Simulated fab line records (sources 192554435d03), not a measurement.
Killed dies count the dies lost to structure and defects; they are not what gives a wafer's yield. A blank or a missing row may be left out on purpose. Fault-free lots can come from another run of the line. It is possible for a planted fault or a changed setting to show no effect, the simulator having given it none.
Split-lot experiment :: flow n5 finfet :: 7 lots, 21 wafers read, on a route of 1938 steps

THE SPLIT
At N5_BEOL_M9_DESCUM_16 (chemistry O2, time 7.9 s), the setting time s was moved away from the recipe's 7.9 s on 3 of the 21 wafers read, by -20.3% to +12.9%. For the rest of the wafers, this setting stayed at what the recipe calls for.

The file shows no step between the split and the reading.

THE READING
CAR-ArF_of_BEOL_M9_COAT_05.thk nm (the simulator's own value, which no gauge read), in nm, at N5_BEOL_M9_ETCH_61 (etches SiARC in CF4, target depth 39 nm, time 65 s). The file does not state a usual value for it. Here, 18 wafers ran the recipe; their average is 55.5 nm with a standard deviation of 0.23 nm.

wafer: L074.2
tool, chamber at the split: rie diel-02, 1,1,0
time s as run, s: 7.9
against the recipe: recipe
CAR-ArF_of_BEOL_M9_COAT_05.thk nm, nm: 55.6
against lot-mates on the recipe: -

wafer: L074.3
tool, chamber at the split: rie diel-02, 1,1,0
time s as run, s: 7.9
against the recipe: recipe
CAR-ArF_of_BEOL_M9_COAT_05.thk nm, nm: 55.6
against lot-mates on the recipe: -

wafer: L074.4
tool, chamber at the split: rie diel-02, 1,1,0
time s as run, s: 7.9
against the recipe: recipe
CAR-ArF_of_BEOL_M9_COAT_05.thk nm, nm: 55.6
against lot-mates on the recipe: -

wafer: L079.3
tool, chamber at the split: rie diel-04, 0,1
time s as run, s: 7.9
against the recipe: recipe
CAR-ArF_of_BEOL_M9_COAT_05.thk nm, nm: 55.4
against lot-mates on the recipe: -

wafer: L079.4
tool, chamber at the split: rie diel-04, 0,1
time s as run, s: 7.9
against the recipe: recipe
CAR-ArF_of_BEOL_M9_COAT_05.thk nm, nm: 55.4
against lot-mates on the recipe: -

wafer: L079.5
tool, chamber at the split: rie diel-04, 0
time s as run, s: 7.9
against the recipe: recipe
CAR-ArF_of_BEOL_M9_COAT_05.thk nm, nm: 55.2
against lot-mates on the recipe: -

wafer: L081.1
tool, chamber at the split: rie diel-02, 0
time s as run, s: 7.9
against the recipe: recipe
CAR-ArF_of_BEOL_M9_COAT_05.thk nm, nm: 55.6
against lot-mates on the recipe: -

wafer: L081.3
tool, chamber at the split: rie diel-02, 3
time s as run, s: 7.9
against the recipe: recipe
CAR-ArF_of_BEOL_M9_COAT_05.thk nm, nm: 55.6
against lot-mates on the recipe: -

wafer: L081.5
tool, chamber at the split: rie diel-02, 3
time s as run, s: 7.9
against the recipe: recipe
CAR-ArF_of_BEOL_M9_COAT_05.thk nm, nm: 55.4
against lot-mates on the recipe: -

wafer: L082.1
tool, chamber at the split: rie diel-02, 2
time s as run, s: 7.9
against the recipe: recipe
CAR-ArF_of_BEOL_M9_COAT_05.thk nm, nm: 55.4
against lot-mates on the recipe: -

wafer: L082.2
tool, chamber at the split: rie diel-02, 3,0
time s as run, s: 8.921
against the recipe: +12.9%
CAR-ArF_of_BEOL_M9_COAT_05.thk nm, nm: 54.8
against lot-mates on the recipe: -0.6

wafer: L082.4
tool, chamber at the split: rie diel-02, 3,0
time s as run, s: 8.921
against the recipe: +12.9%
CAR-ArF_of_BEOL_M9_COAT_05.thk nm, nm: 54.8
against lot-mates on the recipe: -0.6

wafer: L083.2
tool, chamber at the split: rie diel-05, 2,0
time s as run, s: 7.9
against the recipe: recipe
CAR-ArF_of_BEOL_M9_COAT_05.thk nm, nm: 55
against lot-mates on the recipe: -

wafer: L083.5
tool, chamber at the split: rie diel-05, 2,0
time s as run, s: 7.9
against the recipe: recipe
CAR-ArF_of_BEOL_M9_COAT_05.thk nm, nm: 55
against lot-mates on the recipe: -

wafer: L083.4
tool, chamber at the split: rie diel-05, 0
time s as run, s: 7.9
against the recipe: recipe
CAR-ArF_of_BEOL_M9_COAT_05.thk nm, nm: 55.6
against lot-mates on the recipe: -

wafer: L087.2
tool, chamber at the split: rie diel-04, 1
time s as run, s: 6.298
against the recipe: -20.3%
CAR-ArF_of_BEOL_M9_COAT_05.thk nm, nm: 56.6
against lot-mates on the recipe: +1.2

wafer: L087.4
tool, chamber at the split: rie diel-04, 0
time s as run, s: 7.9
against the recipe: recipe
CAR-ArF_of_BEOL_M9_COAT_05.thk nm, nm: 55.4
against lot-mates on the recipe: -

wafer: L087.5
tool, chamber at the split: rie diel-04, 3
time s as run, s: 7.9
against the recipe: recipe
CAR-ArF_of_BEOL_M9_COAT_05.thk nm, nm: 55.4
against lot-mates on the recipe: -

wafer: L097.1
tool, chamber at the split: rie diel-02, 2,1
time s as run, s: 7.9
against the recipe: recipe
CAR-ArF_of_BEOL_M9_COAT_05.thk nm, nm: 55.8
against lot-mates on the recipe: -

wafer: L097.3
tool, chamber at the split: rie diel-02, 1
time s as run, s: 7.9
against the recipe: recipe
CAR-ArF_of_BEOL_M9_COAT_05.thk nm, nm: 55.8
against lot-mates on the recipe: -

wafer: L097.6
tool, chamber at the split: rie diel-02, 2,1
time s as run, s: 7.9
against the recipe: recipe
CAR-ArF_of_BEOL_M9_COAT_05.thk nm, nm: 55.8
against lot-mates on the recipe: -
If several chambers appear in one row, that row covers several wafers at once and the file leaves open which wafer was in which chamber.

FIT RESULTS
A straight line over all 21 wafers: CAR-ArF_of_BEOL_M9_COAT_05.thk nm changes by -0.0541 nm for each +1% of time s; r = -0.83; the points scatter about the line by 0.23 nm.
The same after taking each lot's own level away (the mean of its wafers on the recipe; 21 wafers): -0.0536 nm for each +1%; r = -0.93; scatter 0.13 nm.
That fit puts the effect of the largest move of time s on the reading at 1.1 nm.
Measured against the standard deviation above, the lots' own levels, which go from 55.20 to 55.80 nm, span 2.6 times it.
The two slopes are in agreement: the lot-to-lot level therefore moves the slope only a little.
Check: +0.941 nm against its lot-mates is what the line predicts for one of the wafers moved furthest among these (-20.3%) when that wafer is left out of the fit. Against them it came out at +1.2 nm.

FURTHER SPLITS ON THESE WAFERS
Note: prior to the reading, these wafers also went through further splits. Each is held against what the fit with the lots' levels taken away leaves over:
other split on the same wafers: N5_BEOL_M8_DEVELOP_10 develop time s
wafers away from the commonest value: 3
r with CAR-ArF_of_BEOL_M9_COAT_05.thk nm (lot level and that fit taken away): +0.18

THE WHOLE CHAIN: every reading that the file lists as answering this split, in the file's order
step: N5_BEOL_M9_DESCUM_16
what it does: chemistry O2, time 7.9 s
reading: CAR-ArF_of_BEOL_M9_COAT_05.thk nm (the simulator's own value, which no gauge read)
change (the file's fit): -0.059 nm for each +1% of the setting
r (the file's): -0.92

step: N5_BEOL_M9_ETCH_61
what it does: etches SiARC in CF4, target depth 39 nm, time 65 s
reading: CAR-ArF_of_BEOL_M9_COAT_05.thk nm (the simulator's own value, which no gauge read)
change (the file's fit): -0.0555 nm for each +1% of the setting
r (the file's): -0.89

FILE'S OWN FIT
CAR-ArF_of_BEOL_M9_COAT_05.thk nm changes by -0.0555 nm for each +1% of time s, r = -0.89.
